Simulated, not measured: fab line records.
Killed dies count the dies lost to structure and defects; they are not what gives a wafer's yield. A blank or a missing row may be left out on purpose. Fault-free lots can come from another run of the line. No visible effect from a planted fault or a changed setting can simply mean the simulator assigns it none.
Which tool was responsible?    flow nandHarc    11 lots with 33 wafers sampled at 3 steps, on a route of 1159 steps

== WHAT THE GAUGES SHOWED, per wafer ==
NHARC_A_CONTACT_CD_MEAS_42: target cd 200 nm.
lot   measured      on        cdNm (nm)
L460  day 16 14:45  cdSem-01  200.0 199.4 199.2
L464  day 16 18:45  cdSem-01  199.1 199.1 199.5
L462  day 16 17:00  cdSem-01  199.4 199.8 200.1
L463  day 17 00:42  cdSem-03  199.8 200.3 200.1
L466  day 17 18:50  cdSem-03  200.3 200.2 200.4
L465  day 18 02:10  cdSem-03  199.8 198.7 199.4
L469  day 18 21:53  cdSem-02  200.3 201.2 200.4
L474  day 19 22:41  cdSem-01  199.7 199.6 200.4
L476  day 20 14:25  cdSem-01  201.6 201.1 200.3
L478  day 20 20:29  cdSem-02  213.2 213.1 213.4
L481  day 21 17:09  cdSem-02  211.1 211.6 211.6

== EACH LOT AND THE TOOL THAT RAN IT (in order: tool; ch and the chambers of the sampled wafers; start) ==
lot   NHARC_A_WL_FILL_CVD_03        NHARC_A_CONTACT_EXPOSE_39
L460  cvdW-02 ch 0,1, day 15 03:41  arfiScanner-01 ch 0, day 16 14:37
L464  cvdW-02 ch 0,1, day 15 12:06  arfiScanner-01 ch 0, day 16 18:37
L462  cvdW-01 ch 0,1, day 15 12:24  arfiScanner-02 ch 0, day 16 16:52
L463  cvdW-01 ch 0,1, day 15 18:16  arfiScanner-03 ch 0, day 17 00:34
L466  cvdW-02 ch 0,1, day 16 11:37  arfiScanner-03 ch 0, day 17 18:42
L465  cvdW-01 ch 0,1, day 17 00:44  arfiScanner-03 ch 0, day 18 02:01
L469  cvdW-02 ch 0,1, day 17 11:21  arfiScanner-03 ch 0, day 18 21:46
L474  cvdW-01 ch 0,1, day 18 14:53  arfiScanner-03 ch 0, day 19 22:33
L476  cvdW-01 ch 0,1, day 19 07:23  arfiScanner-01 ch 0, day 20 14:16
L478  cvdW-02 ch 0,1, day 19 11:06  arfiScanner-03 ch 0, day 20 20:21
L481  cvdW-01 ch 0,1, day 20 03:49  arfiScanner-03 ch 0, day 21 17:01
- NHARC_A_WL_FILL_CVD_03: deposits W, target thk 40 nm, time 3302 s.
- NHARC_A_CONTACT_EXPOSE_39: exposes mask A CC 3.

== AS READ BY THE TOOLS THEMSELVES (means over the sampled wafers that have a number; for cases with no such wafer, the mark the record gives instead) ==
NHARC_A_WL_FILL_CVD_03.
lot   tool     heaterPowerW (W)  throttleValvePct (%)
L460  cvdW-02  446               8.05
L464  cvdW-02  443               7.94
L462  cvdW-01  485               8.17
L463  cvdW-01  483               8.00
L466  cvdW-02  447               7.90
L465  cvdW-01  466               8.06
L469  cvdW-02  436               7.74
L474  cvdW-01  484               8.27
L476  cvdW-01  485               8.10
L478  cvdW-02  431               7.92
L481  cvdW-01  488               8.07

NHARC_A_CONTACT_EXPOSE_39.
lot   tool            exposureDoseMJCm2
L460  arfiScanner-01  58.80
L464  arfiScanner-01  58.85
L462  arfiScanner-02  58.74
L463  arfiScanner-03  58.77
L466  arfiScanner-03  58.74
L465  arfiScanner-03  58.73
L469  arfiScanner-03  58.74
L474  arfiScanner-03  58.73
L476  arfiScanner-01  58.73
L478  arfiScanner-03  75.65
L481  arfiScanner-03  72.25

== THE ANSWER, worked out from the rows above alone ==
Rule: the lots themselves supply what counts as usual. The widest of any qualifying gaps counts: lots, ordered by their means at a reading, are off when they make up no more than a third of the lots, leave a main group of 4 or more, and stand apart from it by 3 or more times the standard deviation of that group's means. Not used: any main group whose means are identical at the precision the tables above print for the reading. Also off: a lot with no number at a reading for which 4 or more lots have one. Any other lot the step has rows for is counted as sound. Order of review: gauges by route order, followed by the tools' own readings, for which a lot's mean as printed above is used. At the first step where some lot is off, the reading lying furthest off is the one used; lots without a number count as furthest.
Off at NHARC_A_CONTACT_CD_MEAS_42 (cdNm): L478, L481. Main group: mean 200.0 nm, sd 0.56.
A tool fits if, at a process step before that reading, it ran every lot that is off, and no sound lot after the first of them. The gauges at NHARC_A_CONTACT_CD_MEAS_42 aren't tried: what is off there is off at NHARC_A_CONTACT_EXPOSE_39 too, on other tools, and a gauge's error can't cause that. One fits: NHARC_A_CONTACT_EXPOSE_39 on arfiScanner-03. Its last sound lot is L474 (day 19 22:33), its first lot that is off L478 (day 20 20:21): a fault that began between those two fits.
The tool's own readings at NHARC_A_CONTACT_EXPOSE_39 bear it out: on the lots that are off they differ by more than 5 times the standard deviation of the sound lots' means. exposureDoseMJCm2 reads 73.95 there against 58.76 on the sound lots.

== WHAT THE SIMULATOR HAD INSERTED ==
Drift in process parameters on arfiScanner-03 at NHARC_A_CONTACT_EXPOSE_39, starting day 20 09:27. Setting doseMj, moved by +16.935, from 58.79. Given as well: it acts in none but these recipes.
Lots struck among those shown: L478, L481. The same result came from the rule above.
